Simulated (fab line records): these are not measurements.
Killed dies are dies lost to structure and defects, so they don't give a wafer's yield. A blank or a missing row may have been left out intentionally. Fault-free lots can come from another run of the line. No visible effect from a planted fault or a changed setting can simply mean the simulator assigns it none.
Chamber matching -- flow n5Finfet -- N5_BEOL_M0_CUTY_DESCUM_61 on rieDiel-03: 4 sister chambers
The step chemistry O2, time 7.9 s. 18 wafers are shown with their chamber, then 9 later ones without.

## WAFERS PAIRED WITH THEIR CHAMBERS
wafer,chamber,drypumpMotorCurrentA (A),showerheadPlenumPTorr (Torr),rfVppV (V)
L075.2,3,6.1,2.12,244.2
L075.5,3,6.1,2.12,245.3
L075.6,2,4.8,2.05,241.5
L076.3,3,6.1,2.12,244.4
L076.4,2,4.8,2.05,243.4
L076.5,3,6.1,2.12,244.9
L077.3,2,4.8,2.05,242.1
L077.5,0,5.7,2.04,242.3
L077.6,3,6.1,2.12,243.7
L086.1,0,5.7,2.04,241.5
L086.2,2,4.8,2.05,242.6
L086.4,1,6.3,2.15,242.5
L089.1,2,4.8,2.04,240.2
L089.2,3,6.1,2.11,244.2
L089.4,0,5.8,2.03,241.9
L094.1,0,5.7,2.03,243.1
L094.3,1,6.3,2.15,245.4
L094.5,0,5.8,2.03,243.2

SIGNATURES (averages over the wafers above)
reading,chamber 0,chamber 1,chamber 2,chamber 3,scatter within a chamber
drypumpMotorCurrentA,5.740,6.300,4.800,6.100,0.0293
showerheadPlenumPTorr,2.0340,2.1500,2.0480,2.1183,0.0045
rfVppV,242.400,243.950,241.960,244.450,0.994
Rule: for a wafer and a chamber, the distance is found by dividing, reading by reading, the gap between the wafer's reading and the chamber's mean by the reading's scatter, squaring, summing and taking the root. The wafer belongs to the nearest chamber; if the next one is less than 2 further off, it can't be placed. The scatter is the square root of a quotient: the sum, over the shown wafers, of each reading's squared deviation from its chamber's mean, divided by wafers minus chambers.

## WAFERS WHOSE CHAMBER IS MISSING
wafer,drypumpMotorCurrentA (A),showerheadPlenumPTorr (Torr),rfVppV (V)
L095.3,5.8,2.03,242.0
L095.4,6.1,2.11,242.6
L095.5,4.8,2.04,242.6
L096.3,6.2,2.15,243.4
L096.5,4.8,2.04,242.4
L096.6,6.1,2.11,242.8
L097.1,6.1,2.11,243.0
L097.3,4.8,2.04,242.4
L097.5,5.7,2.03,242.9

## EACH ONE'S CHAMBER
wafer,from the rows above,in truth
L095.3,0,0
L095.4,3,3
L095.5,2,2
L096.3,1,1
L096.5,2,2
L096.6,3,3
L097.1,3,3
L097.3,2,2
L097.5,0,0
Correct placement for 9 of the 9. Can't be placed from these rows: 0. Placed wrongly: 0.
